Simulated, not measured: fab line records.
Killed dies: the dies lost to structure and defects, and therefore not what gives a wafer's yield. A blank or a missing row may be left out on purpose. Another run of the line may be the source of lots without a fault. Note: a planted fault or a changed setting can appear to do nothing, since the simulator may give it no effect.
Struck lot and sound lot, side by side    flow nand_harc    14 out of 1302 route steps
Sound: the wafers L187.1, L187.2, L187.4. Struck: wafers L189.2, L189.3. (L189.4 of the same lot was not struck and is left out.) The cause comes at the end.
For every step that has rows: the tool of each side, followed by ch and its chambers, followed by its first start. Under that, the readings that differ: sound wafers    struck wafers    difference of the means    sigmas: that difference in standard deviations of wafers without a fault.
alike: readings whose means differ by less than 2 such deviations, and words and numbers that are the same on both sides. not compared: withheld readings, readings that some wafer has no value for, bounds like >300 that may hide the same value, and numbers for which the record gives no deviation and whose values overlap.
The two part at a step that has a row with sigmas, a row that says differs or no value, or rows on one side only. Non-overlapping numbers with no deviation appear without sigmas and do not part them. Lack of a reading on every wafer of one side parts them only where that side has two or more wafers.

NHARC_A_CHANNEL_HOLE_D1_CD_MEAS_30:
  sound on cd_sem-03 at day 10 07:48; struck on cd_sem-01 at day 10 15:45
  alike: cd_nm
NHARC_A_CHANNEL_HOLE_D1_XSEM_31:
  sound on xsem-02 ch 0, day 10 07:53; struck on xsem-02 ch 0, day 10 15:51
reading             sound           struck     difference  sigmas
tilt_deg (degrees)  0.13 0.13 0.13  0.00 0.00  -0.13       -3
  alike: bot_cd_nm, bow_nm
NHARC_A_CHANNEL_HOLE_D1_INSPECT_40:
  sound on defect_inspect-01 at day 10 07:59; struck on defect_inspect-02 at day 10 15:56
  alike: raw_defect_count
then, 2 steps without rows for these wafers: NHARC_A_CHANNEL_FILL_D1_PRECLEAN_00 (cleans in SC1); NHARC_A_CHANNEL_FILL_D1_SRD_01.
NHARC_A_CHANNEL_FILL_D1_ALD_02: deposits SiO2, target thk 6 nm, pulse time 10 s, ald cycles 60.
  sound on ald_hk-01 ch 1,2,3, day 10 08:16; struck on ald_hk-03 ch 2,3, day 10 16:08
reading                sound     struck  difference  sigmas
since_wet_clean_h (h)  93 93 93  7 7     -86         
  alike: heater_power_w, precursor_pulse_height_rel, susceptor_temp_C
NHARC_A_CHANNEL_FILL_D1_ALD_03: deposits SiNx, target thk 6 nm, pulse time 60 s, ald cycles 58.
  sound on ald_sin_batch-03 ch 0; struck on ald_sin_batch-01 ch 0
reading               sound                 struck  difference                     sigmas
susceptor_temp_C (C)  629.96 630.01 629.61  - -     no value on the struck wafers  
  alike: precursor_pulse_height_rel
NHARC_A_CHANNEL_FILL_D1_ALD_14: deposits SiO2, target thk 2.5 nm, pulse time 10 s, ald cycles 25.
  sound on ald_hk-03 ch 0,2,3, day 10 15:13; struck on ald_hk-03 ch 2,3, day 10 23:34
reading                sound  struck  difference  sigmas
since_wet_clean_h (h)  6 6 6  15 15   +9          
  alike: heater_power_w, precursor_pulse_height_rel, susceptor_temp_C
then, 4 steps without rows for these wafers: NHARC_A_CHANNEL_FILL_D1_ALD_15 (deposits SiNx, target thk 2 nm, pulse time 60 s, ald cycles 19); NHARC_A_CHANNEL_FILL_D1_ALD_16 (deposits SiO2, target thk 1.5 nm, pulse time 10 s, ald cycles 15); NHARC_A_CHANNEL_FILL_D1_ANNEAL_17 (time 1800 s); NHARC_A_CHANNEL_FILL_D1_CVD_18 (deposits poly-Si, target thk 3 nm).
NHARC_A_CHANNEL_FILL_D1_ETCHBACK_19: etches the open film in HBr/Cl2, target depth 5 nm, time 1.7 s.
  sound on rie_si-05 ch 0,1,3, day 11 08:25; struck on rie_si-05 ch 2,3, day 11 18:31
reading                sound              struck       difference  sigmas
oes_product_au (a.u.)  0.996 0.993 1.005  0.758 0.763  -0.238      -24
  alike: drypump_motor_current_A, throttle_valve_pct
  not compared: rf_hours_counter_h
NHARC_A_CHANNEL_FILL_D1_ETCHBACK_20: etches the open film in C4F8/O2/Ar, target depth 27 nm, time 13.5 s.
  sound on rie_diel-02 ch 1,2,3, day 11 08:32; struck on rie_diel-02 ch 1,3, day 11 18:38
reading                 sound        struck   difference  sigmas
rf_hours_counter_h (h)  0.9 1.0 0.9  1.3 1.4  +0.4        
  alike: oes_product_au, rf_vpp_V

## WHERE THEY PART
Last at NHARC_A_CHANNEL_FILL_D1_ETCHBACK_19 as far as this record goes, first at NHARC_A_CHANNEL_HOLE_D1_XSEM_31. Later steps at which nothing parts them and some readings are alike: NHARC_A_CHANNEL_FILL_D1_ETCHBACK_20.

WHY: what had been put in by the simulator
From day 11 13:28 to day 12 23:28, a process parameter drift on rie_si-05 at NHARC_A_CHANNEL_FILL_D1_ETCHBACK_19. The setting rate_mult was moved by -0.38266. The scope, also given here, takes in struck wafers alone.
